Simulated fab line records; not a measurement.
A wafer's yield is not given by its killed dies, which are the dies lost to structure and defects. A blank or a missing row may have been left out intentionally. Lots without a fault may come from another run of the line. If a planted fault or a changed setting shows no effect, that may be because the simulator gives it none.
What tool caused it?	flow n5 finfet	21 wafers from 7 lots sampled at 3 of the route's 1938 steps

## WHAT EACH GAUGE READ, for each wafer
N5_BEOL_M2_CD_MEAS_18: pitch 36 nm, target cd 18 nm.
lot	measured	on	cd nm (nm)
L530	day 7 02:30	cd sem-02	17.9 18.0 18.3
L532	day 8 01:15	cd sem-03	18.3 17.9 17.8
L536	day 8 09:11	cd sem-03	18.1 18.4 18.1
L539	day 9 07:14	cd sem-01	18.5 18.1 19.5
L545	day 10 13:23	cd sem-02	- - -
L547	day 11 07:46	cd sem-01	- - -
L550	day 11 21:21	cd sem-03	18.1 17.7 17.4

## WHAT TOOL EACH LOT RAN ON (gives the tool, then ch and the chambers of the sampled wafers, and finally the start)
lot	N5_BEOL_M1_CO_CAP_55	N5_BEOL_M2_HM_OPEN_17
L530	cvd co-02 ch 1,2, day 6 23:58	rie metal-03 ch 0, day 7 02:14
L532	cvd co-02 ch 1,2, day 7 22:52	rie metal-03 ch 0,1, day 8 01:00
L536	cvd co-02 ch 0,1, day 8 07:01	rie metal-02 ch 0,1, day 8 08:59
L539	cvd co-02 ch 0,1,2, day 9 04:57	rie metal-02 ch 0,1, day 9 07:01
L545	cvd co-01 ch 0,1, day 10 11:20	rie metal-02 ch 0,1, day 10 13:10
L547	cvd co-02 ch 1,2, day 11 04:51	rie metal-01 ch 0,1, day 11 07:24
L550	cvd co-02 ch 0,1,2, day 11 19:04	rie metal-02 ch 0,1, day 11 21:08
- N5_BEOL_M1_CO_CAP_55: material Co, precursor CCTBA/H2, target thk 2 nm, time 102.1 s.
- N5_BEOL_M2_HM_OPEN_17: chemistry Cl2/BCl3, target TiN, target depth 20 nm, overetch 6 nm.

## THE ANSWER, worked out from the rows above alone
Rule: what is usual is taken from the lots themselves. Put in order of their means at a reading, lots are off if they are a third of the lots or fewer, leave a main group of 4 or more, and stand apart from it by a gap of 3 or more times the standard deviation of the main group's means; of several such gaps the widest counts. A main group is skipped when, at the precision printed for the reading in the tables above, its means are all equal. A lot without any number at a reading at which 4 lots or more have one is off too. Where the step has rows for the other lots, those lots are counted as sound.
Off, at N5_BEOL_M2_CD_MEAS_18 on cd nm: L545, L547. Without a number there: L545, L547. Mean 18.1 nm and standard deviation 0.32 in the main group.
If a tool, at a process step before that reading, ran all the lots that are off and no sound lot after the first of them, it fits. Gauges at N5_BEOL_M2_CD_MEAS_18: tried the same way as those tools. Not one of the candidates tried fits.

## WHAT THE SIMULATOR PUT IN
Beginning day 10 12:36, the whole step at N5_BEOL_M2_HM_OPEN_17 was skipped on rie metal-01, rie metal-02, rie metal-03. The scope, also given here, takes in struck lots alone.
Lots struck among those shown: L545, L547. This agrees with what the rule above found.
